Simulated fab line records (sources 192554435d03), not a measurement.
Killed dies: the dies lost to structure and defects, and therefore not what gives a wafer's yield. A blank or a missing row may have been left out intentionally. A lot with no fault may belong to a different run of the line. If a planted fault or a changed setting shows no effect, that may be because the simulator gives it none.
Chamber matching    flow n5Finfet    4 sister chambers for N5_BEOL_M1_DESCUM_33 on rieDiel-02
The step chemistry O2, time 7 s. 14 wafers are shown with their chamber, then 7 later ones without.

== WAFERS WITH THEIR CHAMBER ==
wafer   chamber  showerheadPlenumPTorr (Torr)  drypumpMotorCurrentA (A)  throttleValvePct (%)
L077.1  0        2.21                          5.1                       20.33
L077.3  3        2.17                          6.6                       20.73
L077.5  0        2.21                          5.1                       20.32
L088.2  3        2.17                          6.6                       20.45
L088.3  2        2.07                          6.1                       20.25
L088.5  0        2.20                          5.1                       20.35
L090.1  1        2.00                          6.2                       20.28
L090.5  3        2.16                          6.7                       20.44
L090.6  0        2.20                          5.1                       20.37
L091.1  1        2.00                          6.1                       20.30
L091.3  0        2.20                          5.1                       20.36
L091.6  0        2.20                          5.1                       20.36
L093.3  2        2.07                          6.1                       20.26
L093.5  3        2.16                          6.6                       20.45

SIGNATURES (means of the wafers above)
reading                chamber 0  chamber 1  chamber 2  chamber 3  scatter within a chamber
showerheadPlenumPTorr  2.2033     2.0000     2.0700     2.1650     0.00483
drypumpMotorCurrentA   5.100      6.150      6.100      6.625      0.0354
throttleValvePct       20.3483    20.2900    20.2550    20.5175    0.079
Rule: for each reading, subtract the chamber's mean from the wafer's reading, divide by that reading's scatter and square the result; add these up over the readings and take the root, which gives the wafer's distance from the chamber. The wafer belongs to the nearest chamber; if the next one is less than 2 further off, it can't be placed. The scatter: the root of (the sum of the squares of (reading less its chamber's mean) over the shown wafers, divided by (wafers less chambers)).

== WAFERS WITHOUT THEIR CHAMBER ==
wafer   showerheadPlenumPTorr (Torr)  drypumpMotorCurrentA (A)  throttleValvePct (%)
L093.6  2.07                          6.1                       20.27
L094.2  2.07                          6.1                       20.27
L094.5  2.20                          5.1                       20.37
L094.6  1.99                          6.2                       20.29
L097.1  2.20                          5.1                       20.39
L097.2  2.16                          6.6                       20.46
L097.6  1.99                          6.2                       20.31

== WHICH CHAMBER EACH ONE RAN IN ==
wafer   from the rows above  in truth
L093.6  2                    2
L094.2  2                    2
L094.5  0                    0
L094.6  1                    1
L097.1  0                    0
L097.2  3                    3
L097.6  1                    1
Placed correctly: 7 of 7. From these rows, 0 cannot be placed. Number placed wrongly: 0.
